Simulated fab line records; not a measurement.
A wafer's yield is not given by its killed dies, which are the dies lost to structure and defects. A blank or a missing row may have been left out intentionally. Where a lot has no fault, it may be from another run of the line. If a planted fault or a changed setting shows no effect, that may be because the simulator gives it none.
fab line records    flow n5-finfet
[record] lots = 12  wafers = 27  last-day = 17
route steps=1938 shown GATE_CUT@470 PASSIVATION@1936
lots untouched by any fault: they come from a run of this same line in which no faults occurred
start-h: hours from the record's first day to the start of the lot's first wafer shown    wait-h: hours elapsed since this lot's preceding step    " as in the row above    L1.1+2: one row covering several wafers at once    - no value present, or no start provided    * or withheld: withheld    < > ~ a bound
route shown NAME@n: a module of which the file shows steps, and the number in the route of the first    usual: the fault-free wafers' mean and standard deviation    same: alike in all rows    chamber/n: place in a boat    sites: each site's reading    _std_site: standard deviation of those values    _edge_site: outer sites' mean less inner sites'    radius-mm: for every site, how far away it sits from the centre of the wafer    mask NAME#n: copy n    behind: the last tool/chamber to shape the wafer    hold: the reason the lot was held/the length of the hold in hours/how it ended    device: which transistor (n, p or np) failed to switch    end of line: tests of these same wafers at the route's end    a step with no rows: only its recipe    killed: at the first sort, the dies lost to defects and structure; wafer yield is something else    map: dies across one wafer; x = killed, . = not, _ = none there
set.NAME: the setting as run; set.NAME@STEP: as run at that earlier step    model.NAME: the simulator's own value behind a step, which no gauge read
the route's steps for a sample of lots (tables are steps, rows are wafers)
services: from which hour (start-h, from the record's first day; less than 0 if before it) a tool's chamber was out of use, for how many hours, and why
[[steps]]
[step N5_GATE_CUT_STRIP_59]
[recipe] chemistry = N2/H2  time-s = 20  power-w = 100  temp-c = 40  pressure-mtorr = 100  rf-frequency-hz = 6e+07  bias-power-w = 3  n2-flow-sccm = 300  h2-flow-sccm = 300
[usual] drypump-motor-current-A = 5.5/0.53  oes-product-au = 0.78/0.086  rf-vpp-V = 45.3/0.86  showerhead-plenum-p-Torr = 3.36/0.13  throttle-valve-pct = 12.3/0.3
lot.wafer  tool         chamber  start-h  wait-h  drypump-motor-current-A  oes-product-au  rf-hours-counter-h  rf-vpp-V  showerhead-plenum-p-Torr  throttle-valve-pct
L913.3     rie-diel-02  1        98.06    0.1     5.5                      0.73            205                 45.3      3.33                      12.6
L913.6     "            1        "        "       5.5                      0.73            -                   45.2      3.33                      12.6
L914.2     rie-diel-02  2        107.20   0.1     5.7                      0.87            52                  45.6      3.27                      12.0
L914.3     "            1        "        "       5.5                      0.72            207                 46.5      3.33                      12.6
L915.1     rie-diel-03  0        113.50   0.1     6.0                      0.69            194                 45.4      3.50                      12.2
L915.2     "            1        "        "       5.1                      0.95            7                   45.6      3.60                      11.8
L916.3     rie-diel-03  1        115.46   0.1     5.0                      0.95            7                   45.3      3.60                      11.8
L916.5     "            0        "        "       6.0                      0.69            -                   45.6      3.50                      12.2
L919.4     rie-diel-06  1        132.27   0.1     5.4                      0.81            83                  44.8      3.52                      11.8
L919.5     "            1        "        "       5.4                      0.81            -                   45.4      3.52                      11.8
L921.2     rie-diel-06  2        148.21   0.1     4.7                      0.71            218                 45.5      3.34                      12.6
L921.5     "            3        "        "       4.8                      0.85            -                   43.9      3.40                      12.1
L923.5     rie-diel-03  0        158.12   0.0     5.9                      0.68            -                   45.0      3.49                      12.2
L923.6     "            3        "        "       6.5                      0.70            -                   45.1      3.20                      12.2
L928.1     rie-diel-06  0        186.55   0.1     6.3                      0.71            222                 46.1      3.23                      12.8
L928.2     "            2        "        "       4.7                      0.69            229                 43.6      3.34                      12.6
L929.2     rie-diel-02  2        191.90   0.1     5.6                      0.84            79                  45.0      3.26                      12.1
L929.3     "            1        "        "       5.5                      0.70            235                 45.0      3.31                      12.6
L929.4     "            3        "        "       6.0                      0.97            5                   45.5      3.47                      11.8
L930.2     rie-diel-02  1        203.19   0.1     5.4                      0.70            238                 43.9      3.31                      12.6
L930.4     "            2        "        "       5.7                      0.83            82                  45.5      3.26                      12.1
L932.4     rie-diel-06  0        214.79   0.1     6.3                      0.70            229                 45.1      3.22                      12.8
L932.5     "            2        "        "       4.8                      0.69            -                   45.0      3.33                      12.6
L932.6     "            1        "        "       5.4                      0.78            -                   46.8      3.50                      11.9
L933.2     rie-diel-06  0        222.67   0.1     6.2                      0.71            232                 46.3      3.22                      12.8
L933.4     "            2        "        "       4.8                      0.69            241                 43.7      3.33                      12.6
L933.6     "            1        "        "       5.4                      0.79            -                   46.2      3.50                      11.9
[step N5_GATE_CUT_ETCH_36]
[recipe] chemistry = CF4  target = SiARC  target-depth-a = 130  mask-material = CAR-EUV  time-s = 21.7  ion-energy-ev = 80  pressure-mtorr = 40  source-w = 545  bias-w = 36  Ar_flow_sccm = 100  cf4-flow-sccm = 100  ends = cleared
[usual] drypump-motor-current-A = 5.6/0.52  etch-rf-on-time-s = 22.0/0.77  oes-product-au = 0.66/0.069  rf-fwd-power-W = 531.7/1.6  rf-vpp-V = 183.9/1.3  showerhead-plenum-p-Torr = 2.13/0.089  throttle-valve-pct = 15.72/0.25
lot.wafer  tool         chamber  start-h  wait-h  drypump-motor-current-A  etch-rf-on-time-s  oes-product-au  rf-fwd-power-W  rf-hours-counter-h  rf-vpp-V  showerhead-plenum-p-Torr  throttle-valve-pct
L913.3     rie-diel-03  3        101.73   0.0     6.5                      22.1               0.60            533.9           211                 182.6     2.04                      15.68
L913.6     "            3        "        "       6.5                      22.4               0.60            533.9           -                   183.0     2.04                      15.71
L914.2     rie-diel-06  1        110.60   0.0     5.4                      21.2               0.70            532.3           76                  185.5     2.27                      15.50
L914.3     "            3        "        "       4.8                      21.0               0.74            531.1           70                  184.4     2.15                      15.55
L915.1     rie-diel-06  0        116.99   0.0     6.2                      21.9               0.62            533.9           204                 183.6     2.05                      16.12
L915.2     "            1        "        "       5.4                      21.1               0.72            528.6           78                  184.8     2.27                      15.51
L916.3     rie-diel-02  3        118.79   0.0     6.0                      24.0               0.56            531.5           238                 183.6     2.21                      15.78
L916.5     "            1        "        "       5.5                      22.2               0.60            532.5           -                   183.9     2.12                      16.03
L919.4     rie-diel-06  0        135.72   0.0     6.2                      21.9               0.61            530.8           209                 182.4     2.05                      16.12
L919.5     "            0        "        "       6.2                      21.9               0.62            530.0           -                   183.4     2.05                      16.12
L921.2     rie-diel-02  1        151.85   0.0     5.5                      22.0               0.59            530.1           221                 183.4     2.12                      16.05
L921.5     "            3        "        "       6.0                      24.1               0.56            532.1           -                   185.0     2.21                      15.78
L923.5     rie-diel-03  2        161.96   0.0     5.3                      22.5               0.74            528.6           -                   183.8     2.08                      15.57
L923.6     "            0        "        "       5.9                      22.4               0.58            534.7           -                   185.0     2.22                      15.67
L928.1     rie-diel-03  3        190.12   0.0     6.5                      38.0               0.45            537.4           236                 181.6     2.03                      15.75
L928.2     "            1        "        "       5.0                      21.8               0.75            532.1           31                  184.6     2.27                      15.31
L929.2     rie-diel-06  3        196.10   0.0     4.7                      21.2               0.72            533.3           97                  186.1     2.14                      15.61
L929.3     "            2        "        "       4.8                      22.8               0.59            531.2           232                 182.1     2.12                      15.98
L929.4     "            0        "        "       6.2                      21.8               0.61            530.3           224                 182.0     2.04                      16.16
L930.2     rie-diel-03  3        206.82   0.0     6.5                      22.4               0.58            534.9           244                 182.9     2.03                      15.76
L930.4     "            3        "        "       6.5                      37.7               0.45            539.0           -                   181.7     2.03                      15.76
L932.4     rie-diel-06  3        218.14   0.0     4.8                      21.0               0.71            533.2           104                 183.8     2.14                      15.61
L932.5     "            0        "        "       6.2                      21.8               0.61            531.1           -                   183.6     2.04                      16.16
L932.6     "            1        "        "       5.4                      20.5               0.69            529.4           -                   185.5     2.26                      15.56
L933.2     rie-diel-02  3        226.24   0.0     6.0                      22.6               0.78            531.7           14                  184.8     2.20                      15.31
L933.4     "            1        "        "       5.4                      22.3               0.58            534.8           244                 182.4     2.11                      16.08
L933.6     "            2        "        "       5.7                      22.2               0.70            530.8           -                   185.4     2.07                      15.55
[step N5_GATE_CUT_HM_OPEN_40]
[recipe] chemistry = C4F6/O2  target = SiO2  mask-material = SiARC  target-depth-a = 1390  time-s = 85.1  ion-energy-ev = 250  pressure-mtorr = 30  source-w = 345  bias-w = 185  Ar_flow_sccm = 300  C4F6_flow_sccm = 10  O2_flow_sccm = 10  ends = cleared
[usual] C4F6_flow_sccm = 10.001/0.029  drypump-motor-current-A = 5.6/0.52  etch-rf-on-time-s = 95.1/2.5  oes-product-au = 0.70/0.072  rf-vpp-V = 654/14  showerhead-plenum-p-Torr = 2.83/0.12  throttle-valve-pct = 21.05/0.25
lot.wafer  tool         chamber  start-h  wait-h  C4F6_flow_sccm  drypump-motor-current-A  etch-rf-on-time-s  oes-product-au  rf-hours-counter-h  rf-vpp-V  showerhead-plenum-p-Torr  throttle-valve-pct
L913.3     rie-diel-03  3        101.84   0.0     10.019          6.5                      94.6               0.64            211                 637       2.68                      20.80
L913.6     "            3        "        "       10.011          6.5                      97.7               0.63            -                   636       2.68                      20.80
L914.2     rie-diel-06  1        110.71   0.0     9.989           5.4                      91.4               0.75            76                  648       3.02                      20.87
L914.3     "            3        "        "       10.000          4.8                      89.4               0.79            70                  655       2.85                      20.78
L915.1     rie-diel-06  0        117.10   0.0     9.962           6.2                      93.6               0.66            204                 675       2.71                      21.34
L915.2     "            1        "        "       10.001          5.3                      91.2               0.75            78                  648       3.01                      20.86
L916.3     rie-diel-02  3        118.90   0.0     9.976           6.0                      99.5               0.60            238                 680       2.97                      21.25
L916.5     "            1        "        "       9.987           5.5                      96.8               0.63            -                   639       2.83                      21.41
L919.4     rie-diel-06  0        135.83   0.0     10.033          6.2                      95.5               0.65            209                 676       2.70                      21.35
L919.5     "            0        "        "       10.007          6.2                      95.6               0.65            -                   674       2.70                      21.34
L921.2     rie-diel-02  1        151.96   0.0     10.049          5.4                      96.1               0.63            221                 637       2.82                      21.43
L921.5     "            3        "        "       10.039          6.0                      101.5              0.59            -                   681       2.96                      21.27
L923.5     rie-diel-03  2        162.09   0.0     9.963           5.2                      96.7               0.78            -                   664       2.78                      21.00
L923.6     "            0        "        "       9.962           6.0                      97.9               0.62            -                   648       2.95                      20.88
L928.1     rie-diel-03  3        190.23   0.0     10.014          6.5                      94.0               0.63            236                 635       2.67                      20.82
L928.2     "            1        "        "       10.042          5.0                      93.1               0.79            31                  648       3.02                      20.67
L929.2     rie-diel-06  3        196.21   0.0     10.029          4.7                      90.3               0.75            97                  653       2.83                      20.82
L929.3     "            2        "        "       9.977           4.7                      96.2               0.62            232                 649       2.83                      21.36
L929.4     "            0        "        "       10.025          6.2                      93.9               0.63            224                 675       2.70                      21.36
L930.2     rie-diel-03  3        206.93   0.0     10.065          6.5                      94.9               0.62            244                 635       2.66                      20.86
L930.4     "            3        "        "       9.998           6.5                      96.2               0.61            -                   636       2.66                      20.85
L932.4     rie-diel-06  3        218.25   0.0     9.988           4.7                      93.1               0.74            104                 654       2.83                      20.84
L932.5     "            0        "        "       9.961           6.2                      96.2               0.64            -                   677       2.69                      21.38
L932.6     "            1        "        "       9.999           5.3                      91.4               0.71            -                   648       3.00                      20.93
L933.2     rie-diel-02  3        226.35   0.0     9.974           6.0                      95.1               0.85            14                  679       2.96                      20.89
L933.4     "            1        "        "       10.002          5.5                      98.0               0.62            244                 638       2.81                      21.46
L933.6     "            2        "        "       9.995           5.7                      96.8               0.74            -                   643       2.75                      20.93
[step N5_GATE_CUT_ETCH_19]
[recipe] chemistry = CH3F/O2  target = SiNx  mask-material = SiO2  target-depth-a = 537  time-s = 76.7  pressure-mtorr = 30  source-w = 395  bias-w = 73  Ar_flow_sccm = 150  CH3F_flow_sccm = 30  O2_flow_sccm = 20  ion-energy-ev = 120  ends = cleared
[usual] drypump-motor-current-A = 5.6/0.52  etch-rf-on-time-s = 77.8/1.8  oes-product-au = 0.66/0.067  rf-fwd-power-W = 390.8/1.8  rf-vpp-V = 292/5.9  showerhead-plenum-p-Torr = 1.99/0.09  throttle-valve-pct = 16.46/0.24
lot.wafer  tool         chamber  start-h  wait-h  drypump-motor-current-A  etch-rf-on-time-s  oes-product-au  rf-fwd-power-W  rf-hours-counter-h  rf-vpp-V  showerhead-plenum-p-Torr  throttle-valve-pct
L913.3     rie-diel-03  3        101.96   0.0     6.5                      79.9               0.60            393.1           211                 285       1.88                      16.32
L913.6     "            3        "        "       6.5                      80.2               0.60            393.3           -                   285       1.88                      16.34
L914.2     rie-diel-06  1        110.83   0.0     5.4                      76.1               0.71            390.4           76                  291       2.12                      16.25
L914.3     "            3        "        "       4.7                      74.6               0.74            388.7           70                  293       2.01                      16.26
L915.1     rie-diel-06  0        117.23   0.0     6.2                      77.1               0.61            389.5           204                 302       1.89                      16.75
L915.2     "            1        "        "       5.4                      75.7               0.71            392.6           78                  290       2.12                      16.24
L916.3     rie-diel-02  3        119.02   0.0     6.0                      81.1               0.58            391.7           238                 302       2.08                      16.63
L916.5     "            1        "        "       5.5                      78.1               0.60            392.2           -                   286       1.99                      16.81
L919.4     rie-diel-06  0        135.95   0.0     6.2                      76.4               0.62            391.7           209                 302       1.89                      16.77
L919.5     "            0        "        "       6.2                      75.6               0.63            389.2           -                   301       1.89                      16.76
L921.2     rie-diel-02  1        152.08   0.0     5.5                      77.8               0.59            391.1           222                 286       1.98                      16.84
L921.5     "            3        "        "       6.0                      81.5               0.57            393.0           -                   302       2.08                      16.64
L923.5     rie-diel-03  2        162.23   0.0     5.2                      77.2               0.74            388.4           -                   296       1.95                      16.40
L923.6     "            0        "        "       5.9                      78.9               0.58            392.2           -                   290       2.07                      16.38
L928.1     rie-diel-03  3        190.35   0.0     6.5                      78.5               0.59            393.4           236                 287       1.87                      16.38
L928.2     "            1        "        "       5.0                      77.4               0.75            389.4           31                  289       2.12                      16.03
L929.2     rie-diel-06  3        196.33   0.0     4.8                      76.3               0.70            388.4           97                  292       2.00                      16.31
L929.3     "            2        "        "       4.7                      80.4               0.58            390.6           232                 290       1.98                      16.72
L929.4     "            0        "        "       6.2                      78.1               0.61            392.4           224                 301       1.89                      16.80
L930.2     rie-diel-03  3        207.05   0.0     6.5                      78.9               0.58            392.8           244                 284       1.87                      16.41
L930.4     "            3        "        "       6.5                      78.7               0.59            390.3           -                   286       1.87                      16.41
L932.4     rie-diel-06  3        218.38   0.0     4.7                      76.6               0.69            386.8           104                 294       1.99                      16.33
L932.5     "            0        "        "       6.3                      77.8               0.60            392.9           -                   301       1.89                      16.82
L932.6     "            1        "        "       5.4                      75.6               0.68            391.2           -                   291       2.11                      16.29
L933.2     rie-diel-02  3        226.47   0.0     6.0                      78.5               0.80            392.4           14                  302       2.08                      16.17
L933.4     "            1        "        "       5.5                      79.2               0.58            391.8           244                 285       1.97                      16.88
L933.6     "            2        "        "       5.6                      79.3               0.70            391.6           -                   287       1.93                      16.31
[step N5_PASSIVATION_PROBE_49]
[usual] killed_at_M0_to_M3 = 32/9.3  killed_at_M4_up = 14/4.9  killed-at-contacts = 15/7.5  killed-at-front-end = 40/11  killed-at-other = 4/3.3  killed-dies = 104/17  killed-open = 68/14  killed-short = 33/7.9
[same] gross-dies = 1180  killed-at-back-side = 0
lot.wafer  tool       chamber  start-h  wait-h  killed_at_M0_to_M3  killed_at_M4_up  killed-at-contacts  killed-at-front-end  killed-at-other  killed-dies  killed-open  killed-short
L921.2     prober-02  -        324.91   0.1     34                  22               14                  27                   5                102          56           44
L921.5     prober-02  -        325.06   0.2     34                  12               25                  46                   7                124          79           38
L930.2     prober-01  -        390.74   0.1     30                  11               16                  35                   1                93           62           31
L930.4     prober-01  -        390.84   0.2     48                  7                14                  38                   4                111          64           35
// killed by level:class
L921.2 BEOL_M0_SAQP:geometric-particle:short=11 BEOL_M4:geometric-particle:open=10 BEOL_M3:geometric-particle:open=8 MOL_CONTACT_COAG:geometric-particle:short=7 MOL_CONTACT_COAG:geometric-particle:open=7 FIN_SAQP:geometric-particle:open=5 FIN_SAQP:geometric-particle:short=5 BEOL_M0_SAQP:geometric-particle:open=5
L921.5 MOL_CONTACT_COAG:geometric-particle:open=23 FIN_SAQP:geometric-particle:open=12 FIN_SAQP:geometric-particle:short=12 BEOL_M0_SAQP:geometric-particle:open=6 BEOL_M3:geometric-particle:open=6 BEOL_M2:geometric-particle:open=6 BEOL_M1:geometric-particle:open=5 BEOL_M1:geometric-particle:short=5
L930.2 MOL_CONTACT_COAG:geometric-particle:open=11 BEOL_M0_SAQP:geometric-particle:short=11 STI_FIN_REVEAL:geometric-particle:open=10 FIN_SAQP:geometric-particle:open=9 BEOL_M0_SAQP:geometric-particle:open=9 BEOL_M2:geometric-particle:open=6 FIN_SAQP:geometric-particle:short=5 MOL_CONTACT_COAG:geometric-particle:short=5
L930.4 MOL_CONTACT_COAG:geometric-particle:open=12 BEOL_M0_SAQP:geometric-particle:open=12 BEOL_M1:geometric-particle:open=12 HKMG_FIN:area-etch=12 BEOL_M0_SAQP:geometric-particle:short=8 FIN_SAQP:geometric-particle:open=7 BEOL_M1:geometric-particle:short=6 STARTING-WAFER:geometric-particle:open=4
[[services]]
tool         chamber  start-h  hours  kind
rie-diel-06  -        98.98    0.4    repair
rie-diel-03  0        115.96   8.9    repair
rie-diel-02  3        159.07   -      clean
rie-diel-02  3        159.07   -      consumable-replace:focus-ring
rie-diel-02  3        159.07   16.3   scheduled-down
rie-diel-02  3        159.07   16.3   vent-cycle
rie-diel-06  0        163.38   9.6    repair
[[key]]
[first-sign] step = N5_GATE_CUT_ETCH_36  reading = etch-rf-on-time-s  direction = up  sigmas = 21  usual = *  struck = *
[effect] step = N5_GATE_CUT_ETCH_36  reading = rf-fwd-power-W  direction = up  sigmas = 4.2  usual = *  struck = *
met-at N5_GATE_CUT_ETCH_36
struck-lots L928,L930
struck-wafers L928.1,L930.4
tester-left-out L928,L930
[baseline-loss] step = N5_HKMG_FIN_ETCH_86  wafers = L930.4
not-acting-at N5_GATE_CUT_STRIP_59,N5_GATE_CUT_HM_OPEN_40,N5_GATE_CUT_ETCH_19
onset-between 161.96 190.12
[fault] kind = process-parameter-drift  tool = rie-diel-03  chamber = -  onset-h = 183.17  steps = N5_GATE_CUT_ETCH_36  channel = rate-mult  offset = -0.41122  shape = step  end-h = 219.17  scope = struck-wafers-only
// tester-left-out: of these lots the tester's yield and bins aren't shown, on N5 and GAA mostly nor the transistor test; their killed dies are dies lost to structure and defects alone, not to doping, threshold or leakage, so they don't give the yield
// baseline-loss: these wafers lose ten dies or more at that step, a loss of the line's own and not of a fault; the sort's usual values leave them out
